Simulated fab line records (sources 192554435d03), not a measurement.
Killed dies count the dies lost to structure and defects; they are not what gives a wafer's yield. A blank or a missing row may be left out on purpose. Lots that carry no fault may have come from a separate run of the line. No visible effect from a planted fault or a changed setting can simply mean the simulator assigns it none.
Which tool did it? :: flow n5Finfet :: route of 1938 steps, sampled at 1 step: 12 lots, 35 wafers

WHAT THE GAUGES SHOWED, per wafer
N5_MOL_CONTACT_COAG_OVL_MEAS_09. Usual: CA_OVL -0.5 nm, standard deviation 0.59.
lot: L762
measured: day 4 18:46
on: overlay-02
CA_OVL (nm): -2.0 -1.3 -0.4
flag: 

lot: L763
measured: day 4 20:25
on: overlay-01
CA_OVL (nm): -0.6 -1.3 -0.6
flag: 

lot: L767
measured: day 6 00:49
on: overlay-01
CA_OVL (nm): -0.6 -0.4 -0.7
flag: 

lot: L768
measured: day 6 02:54
on: overlay-02
CA_OVL (nm): -0.5 -0.8 -0.9
flag: 

lot: L769
measured: day 6 14:53
on: overlay-02
CA_OVL (nm): -0.4 -0.6 -0.1
flag: 

lot: L773
measured: day 7 12:59
on: overlay-01
CA_OVL (nm): -1.2 -1.1
flag: 

lot: L774
measured: day 7 19:19
on: overlay-01
CA_OVL (nm): 0.0 -0.8 0.3
flag: 

lot: L776
measured: day 8 03:26
on: overlay-01
CA_OVL (nm): -1.3 -0.1 -1.0
flag: 

lot: L780
measured: day 9 06:18
on: overlay-02
CA_OVL (nm): -0.9 0.1 -0.3
flag: 

lot: L782
measured: day 9 16:44
on: overlay-02
CA_OVL (nm): -1.1 -0.9 -0.9
flag: 

lot: L783
measured: day 10 02:59
on: overlay-02
CA_OVL (nm): 0.6 1.4 0.4
flag: 

lot: L785
measured: day 10 13:22
on: overlay-02
CA_OVL (nm): 0.0 -0.4 -0.7
flag: 

WHICH TOOL RAN EACH LOT (tool, then ch and the chambers of the sampled wafers, then the start)
No process step before these readings appears in the record.

AS READ BY THE TOOLS THEMSELVES (means over the sampled wafers that have a number; for cases with no such wafer, the mark the record gives instead)
The record holds no such reading with a usual standard deviation.

THE ANSWER, worked out from the rows above alone
Rule: take the mean of a lot's wafers that have a number; if it is more than 3 standard deviations from the usual mean, the lot is off. A lot without any number at a reading at which 4 lots or more have one is off too. The other lots that the step has rows for count as sound. After the gauges, taken in route order, come the tools' own readings; for these a lot's mean is taken, as printed above. The first step at which some lot is off is used, and at that step the reading that is off furthest; a lot without a number counts as furthest.
None of the lots is off at any reading shown; this tells nothing.

WHAT THE SIMULATOR HAD INSERTED
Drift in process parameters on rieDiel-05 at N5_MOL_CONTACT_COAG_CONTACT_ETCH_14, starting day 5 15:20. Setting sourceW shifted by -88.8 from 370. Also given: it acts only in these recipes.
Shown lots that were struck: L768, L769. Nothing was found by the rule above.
